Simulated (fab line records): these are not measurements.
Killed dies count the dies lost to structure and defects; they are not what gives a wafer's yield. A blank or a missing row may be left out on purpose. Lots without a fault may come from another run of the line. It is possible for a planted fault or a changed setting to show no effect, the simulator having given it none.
Comparing a struck lot with a sound one    flow nand-harc    25 steps out of a route of 1159
Sound: wafers L806.3, L806.4, L806.6. Struck: wafers L817.4, L817.5, L817.6. The cause is given at the end.
For every step that has rows: the tool of each side, followed by ch and its chambers, followed by its first start. Under that, the readings that differ: sound wafers    struck wafers    difference of the means    sigmas: that difference in standard deviations of wafers without a fault.
alike: readings with means less than 2 such deviations apart, plus words and numbers identical on both sides. not compared: withheld readings, readings lacking a value on some wafer, bounds such as >300 that could conceal the same value, and numbers that have no deviation in the record and whose values overlap.
A row with sigmas, a row that says differs or no value, or rows on one side alone: a step with any of these is where the two part. Non-overlapping numbers with no deviation appear without sigmas and do not part them. A reading that every wafer of one side lacks parts them only if that side has two wafers or more.

first, 4 steps without rows for these wafers: NHARC_P_GATE_PRECLEAN_71 (cleans in SC1); NHARC_P_GATE_SRD_72; NHARC_P_GATE_OXIDE_16 (material SiO2, target thk 3 nm, ox time 392 s); NHARC_P_GATE_CVD_17 (deposits poly-Si, target thk 150 nm, time 900 s).
NHARC_P_GATE_HM_DEP_102: deposits aC, target thk 120 nm.
  sound on acl-dep-01 ch 0, day 5 00:08; struck on acl-dep-02 ch 0, day 7 20:47
  alike: throttle-valve-pct
NHARC_P_GATE_DEP_103: deposits SiON, target thk 30 nm.
  sound on pecvd-04 ch 0,1, day 5 00:40; struck on pecvd-04 ch 0,1,2, day 7 21:13
  alike: heater-power-w
then, 6 steps without rows for these wafers: NHARC_P_GATE_DEHYDRATE_18 (time 120 s); NHARC_P_GATE_HMDS_19 (time 30 s); NHARC_P_GATE_COAT_20 (resist thk 90 nm); NHARC_P_GATE_SOFTBAKE_21 (time 55 s); NHARC_P_GATE_EBR_22; NHARC_P_GATE_EXPOSE_23 (exposes mask P GATE, target cd 120 nm).
NHARC_P_GATE_PEB_24: peb time 65 s.
  sound on litho-track-06 ch 0, day 5 01:14; struck on litho-track-01 ch 0, day 7 21:45
then, 1 step without rows for these wafers: NHARC_P_GATE_DEVELOP_25 (develop time 35 s).
NHARC_P_GATE_CD_MEAS_26: the cd target is 120 nm.
  sound on cd-sem-03 ch 0, day 5 01:20; struck on cd-sem-02 ch 0
reading     sound              struck             difference  sigmas
cd-nm (nm)  120.3 119.7 119.9  113.6 113.4 112.9  -6.7        -13
  not compared: hold
NHARC_P_GATE_OVL_MEAS_27:
  struck on overlay-02, day 8 02:59; sound on overlay-01, day 5 01:25
reading  sound  struck                                                                      difference                    sigmas
hold     - - -  await-dispo/4.9h/release await-dispo/4.9h/release await-dispo/4.9h/release  no value on the sound wafers  
  alike: overlay-x-nm, overlay-y-nm
NHARC_P_GATE_INSPECT_28:
  struck on defect-inspect-01, day 8 03:01; sound on defect-inspect-02, day 5 01:27
  alike: raw-defect-count
NHARC_P_GATE_DESCUM_31: chemistry O2, time 3 s.
  sound on rie-diel-07 ch 1,2,3, day 5 01:31; struck on rie-diel-01 ch 0,3, day 8 03:20
reading                  sound            struck             difference  sigmas
model.P_GATE.cd-nm (nm)  120.4 119 119.9  113.6 113.3 113.3  -6.4        
  alike: drypump-motor-current-A, oes-product-au, rf-vpp-V, showerhead-plenum-p-Torr, throttle-valve-pct
  not compared: rf-hours-counter-h
then, 1 step without rows for these wafers: NHARC_P_GATE_ETCH_104 (etches the open film in CF4/CHF3, target depth 60 nm).
NHARC_P_GATE_HM_OPEN_105: chemistry O2/COS, target depth 360 nm.
  sound on rie-diel-07 ch 1,2; struck on rie-diel-01 ch 1,2
reading                sound              struck             difference  sigmas
oes-product-au (a.u.)  1.000 0.980 0.988  1.019 1.003 1.011  +0.022      +3
  alike: drypump-motor-current-A, rf-vpp-V, showerhead-plenum-p-Torr, throttle-valve-pct
  not compared: rf-hours-counter-h
then, 1 step without rows for these wafers: NHARC_P_GATE_STRIP_106 (strips in O2/COS).
NHARC_P_GATE_ETCH_114: etches the open film in CF4/O2, target depth 30 nm, overetch 3 nm, time 16.5 s.
  sound on rie-diel-07 ch 0,1,3; struck on rie-diel-01 ch 2,3
  alike: drypump-motor-current-A, oes_ar_750_au, oes-product-au, rf-vpp-V, showerhead-plenum-p-Torr, throttle-valve-pct
  not compared: rf-hours-counter-h
NHARC_P_GATE_ETCH_32: etches the open film in HBr/Cl2, target depth 150 nm, time 100.1 s.
  sound on rie-si-06 ch 0,3, day 5 01:59; struck on rie-si-04 ch 1, day 8 04:02
reading                  sound              struck             difference  sigmas
model.P_GATE.cd-nm (nm)  119.4 117.4 121.1  114.2 112.1 112.9  -6.2        
  alike: drypump-motor-current-A, he-backside-leak-sccm, oes-product-au, throttle-valve-pct
  not compared: rf-hours-counter-h
NHARC_P_GATE_STRIP_108: strips in O2.
  sound on rie-diel-07 ch 1,2,3, day 5 02:08; struck on rie-diel-07 ch 1,2, day 8 04:18
reading                sound              struck             difference  sigmas
oes-product-au (a.u.)  1.009 1.010 0.995  0.981 1.002 0.983  -0.016      -2
  alike: drypump-motor-current-A, rf-vpp-V, showerhead-plenum-p-Torr, throttle-valve-pct
  not compared: rf-hours-counter-h
-- break in the record here, with 16 days between the starts of the struck wafers on either side (left off in module P_GATE, picked up again in module END, where the first step shown is number 1159 on the route) --
NHARC_END_SORT_01:
  sound on prober-01 ch 0, day 20 23:00; struck on prober-02 ch 0, day 24 00:27
  alike: killed-at-array, killed-at-other, killed-at-periphery, killed-dies, killed-open, killed-short

== WHERE THEY PART ==
Last at NHARC_P_GATE_STRIP_108 as far as this record goes, first at NHARC_P_GATE_CD_MEAS_26. Later steps at which nothing parts them and some readings are alike: NHARC_END_SORT_01.

WHY: whatever the simulator had introduced
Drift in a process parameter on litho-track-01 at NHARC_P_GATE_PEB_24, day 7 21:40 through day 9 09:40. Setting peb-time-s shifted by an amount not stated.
